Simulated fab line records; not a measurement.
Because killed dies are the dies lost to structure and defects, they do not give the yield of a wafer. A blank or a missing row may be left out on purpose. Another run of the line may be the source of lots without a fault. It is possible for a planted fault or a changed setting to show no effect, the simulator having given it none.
Split-lot experiment + flow n5 finfet + on a route of 1938 steps: 7 lots, 21 wafers read

## ABOUT THE SPLIT
At N5_ZERO_LAYER_COAT_05 (resist thk 1000 nm), the setting spin rpm was moved away from the recipe's 1500 rpm on 5 of the 21 wafers read, by -9.9% to +9.3%. This setting was run at the recipe's value on the other wafers.

## FROM THE SPLIT TO THE READING: what the file shows between them, 4 steps
- N5_ZERO_LAYER_DEVELOP_10: develop time 60 s (also split here: develop time s)
- N5_ZERO_LAYER_HARDBAKE_23: time 120 s
- N5_ZERO_LAYER_DESCUM_16: chemistry O2, time 7.9 s
- N5_ZERO_LAYER_ETCH_17: etches SiO2 in CF4, target depth 12 nm, time 13.3 s

## THE READING
coat_of_ZERO_LAYER_COAT_05.thk nm (the simulator's own value, which no gauge read), in nm, at N5_ZERO_LAYER_ETCH_18 (etches Si in HBr/Cl2, target depth 120 nm, time 40 s). No usual value for it is given in the file. Average 930.1 nm, standard deviation 2.2 nm, over the 16 wafers here run with the recipe.

| wafer  | tool, chamber at the split | spin rpm as run, rpm | against the recipe | coat_of_ZERO_LAYER_COAT_05.thk nm, nm | against lot-mates on the recipe |
|--------|----------------------------|----------------------|--------------------|---------------------------------------|---------------------------------|
| L078.2 | litho track-03, 0          | 1389                 | -7.4%              | 967.4                                 | +38.6                           |
| L078.4 | litho track-03, 0          | 1500                 | recipe             | 928.8                                 | -                               |
| L078.5 | litho track-03, 0          | 1389                 | -7.4%              | 968.1                                 | +39.3                           |
| L080.2 | litho track-05, 0          | 1500                 | recipe             | 930.8                                 | -                               |
| L080.3 | litho track-05, 0          | 1500                 | recipe             | 932                                   | -                               |
| L080.4 | litho track-05, 0          | 1500                 | recipe             | 932.3                                 | -                               |
| L083.1 | litho track-05, 0          | 1639                 | +9.3%              | 889                                   | -42.7                           |
| L083.3 | litho track-05, 0          | 1500                 | recipe             | 931.7                                 | -                               |
| L083.6 | litho track-05, 0          | 1639                 | +9.3%              | 892.1                                 | -39.6                           |
| L086.1 | litho track-03, 0          | 1500                 | recipe             | 933.3                                 | -                               |
| L086.5 | litho track-03, 0          | 1500                 | recipe             | 929.7                                 | -                               |
| L086.6 | litho track-03, 0          | 1500                 | recipe             | 927.1                                 | -                               |
| L089.1 | litho track-02, 0          | 1500                 | recipe             | 933.1                                 | -                               |
| L089.3 | litho track-02, 0          | 1500                 | recipe             | 931.8                                 | -                               |
| L089.6 | litho track-02, 0          | 1351                 | -9.9%              | 989.4                                 | +56.9                           |
| L092.2 | litho track-03, 0          | 1500                 | recipe             | 928.6                                 | -                               |
| L092.3 | litho track-03, 0          | 1500                 | recipe             | 930.8                                 | -                               |
| L092.6 | litho track-03, 0          | 1500                 | recipe             | 928.5                                 | -                               |
| L094.2 | litho track-05, 0          | 1500                 | recipe             | 925                                   | -                               |
| L094.4 | litho track-05, 0          | 1500                 | recipe             | 930.1                                 | -                               |
| L094.6 | litho track-05, 0          | 1500                 | recipe             | 928.5                                 | -                               |

FIT RESULTS
A straight line over all 21 wafers: coat_of_ZERO_LAYER_COAT_05.thk nm changes by -4.93 nm for each +1% of spin rpm; r = -0.99; the points scatter about the line by 3.5 nm.
The same after taking each lot's own level away (the mean of its wafers on the recipe; 21 wafers): -5 nm for each +1%; r = -0.99; scatter 2.7 nm.
That fit puts the effect of the largest move of spin rpm on the reading at 50 nm.
Across the lots, their own levels run from 927.87 to 932.45 nm, a range of 2.1 times the standard deviation given above.
The two slopes are in agreement: the lot-to-lot level therefore moves the slope only a little.
Check: +48.1 nm against its lot-mates is what the line predicts for one of the wafers moved furthest among these (-9.9%) when that wafer is left out of the fit. It came out at +56.9 nm against them.

## THE OTHER SPLITS THESE WAFERS WENT THROUGH
These wafers also went through other splits before the reading. Each is held against what the fit with the lots' levels taken away leaves over:
| other split on the same wafers          | wafers away from the commonest value | r with coat_of_ZERO_LAYER_COAT_05.thk nm (lot level and that fit taken away) |
|-----------------------------------------|--------------------------------------|------------------------------------------------------------------------------|
| N5_ZERO_LAYER_DEVELOP_10 develop time s | 4                                    | -0.17                                                                        |

## THE WHOLE CHAIN: every reading that the file lists as answering this split, in the file's order
| step                   | what it does                                         | reading                                                                            | change (the file's fit)              | r (the file's) |
|------------------------|------------------------------------------------------|------------------------------------------------------------------------------------|--------------------------------------|----------------|
| N5_ZERO_LAYER_COAT_05  | resist thk 1000 nm                                   | coat_of_ZERO_LAYER_COAT_05.thk nm (the simulator's own value, which no gauge read) | -5.06 nm for each +1% of the setting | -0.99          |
| N5_ZERO_LAYER_ETCH_17  | etches SiO2 in CF4, target depth 12 nm, time 13.3 s  | coat_of_ZERO_LAYER_COAT_05.thk nm (the simulator's own value, which no gauge read) | -4.99 nm for each +1% of the setting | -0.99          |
| N5_ZERO_LAYER_ETCH_18  | etches Si in HBr/Cl2, target depth 120 nm, time 40 s | coat_of_ZERO_LAYER_COAT_05.thk nm (the simulator's own value, which no gauge read) | -5.16 nm for each +1% of the setting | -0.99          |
| N5_ZERO_LAYER_STRIP_24 | strips in O2                                         | strip time to endpoint s                                                           | withheld for each +1% of the setting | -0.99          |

## THE FILE'S OWN FIT
coat_of_ZERO_LAYER_COAT_05.thk nm changes by -5.16 nm for each +1% of spin rpm, r = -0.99.
